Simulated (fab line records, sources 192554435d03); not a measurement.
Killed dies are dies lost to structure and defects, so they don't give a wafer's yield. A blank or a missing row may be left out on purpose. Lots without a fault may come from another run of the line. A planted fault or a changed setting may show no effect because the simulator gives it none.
Which tool did it? | flow n5_finfet | 10 lots, 29 wafers sampled, at 1 step of a route of 1938

WHAT THE GAUGES READ, wafer by wafer
N5_PMOS_HMC_CHANNEL_EPI_OVL_MEAS_10.
lot  | measured    | on         | PMOS_HMC_BLK_OVL (nm)
L172 | day 1 17:10 | overlay-01 | 1.0 1.1 0.8
L174 | day 2 05:01 | overlay-02 | 0.1 0.7 0.6
L177 | day 2 23:40 | overlay-02 | -0.8 0.2 -0.1
L178 | day 3 05:15 | overlay-02 | -0.9 0.4 0.1
L186 | day 5 05:29 | overlay-01 | -0.1 0.0 0.0
L188 | day 5 17:40 | overlay-02 | -0.9 0.2
L190 | day 6 06:07 | overlay-01 | -1.7 -1.2 -0.1
L191 | day 6 11:56 | overlay-01 | -0.2 0.5 0.7
L192 | day 6 18:13 | overlay-01 | -1.8 -0.7 0.1
L194 | day 7 06:15 | overlay-02 | 0.4 0.2 0.6

WHICH TOOL RAN EACH LOT (tool, then ch and the chambers of the sampled wafers, then the start)
The record holds no process step before these readings.

THE ANSWER, worked out from the rows above alone
Rule: what is usual is taken from the lots themselves. Put in order of their means at a reading, lots are off if they are a third of the lots or fewer, leave a main group of 4 or more, and stand apart from it by a gap of 3 or more times the standard deviation of the main group's means; of several such gaps the widest counts. A main group whose means are all the same, to the digits that the tables above print for the reading, isn't used. A lot without any number at a reading at which 4 lots or more have one is off too. The other lots that the step has rows for count as sound.
No lot is off at any reading shown: from this, nothing can be told.

WHAT THE SIMULATOR HAD PUT IN
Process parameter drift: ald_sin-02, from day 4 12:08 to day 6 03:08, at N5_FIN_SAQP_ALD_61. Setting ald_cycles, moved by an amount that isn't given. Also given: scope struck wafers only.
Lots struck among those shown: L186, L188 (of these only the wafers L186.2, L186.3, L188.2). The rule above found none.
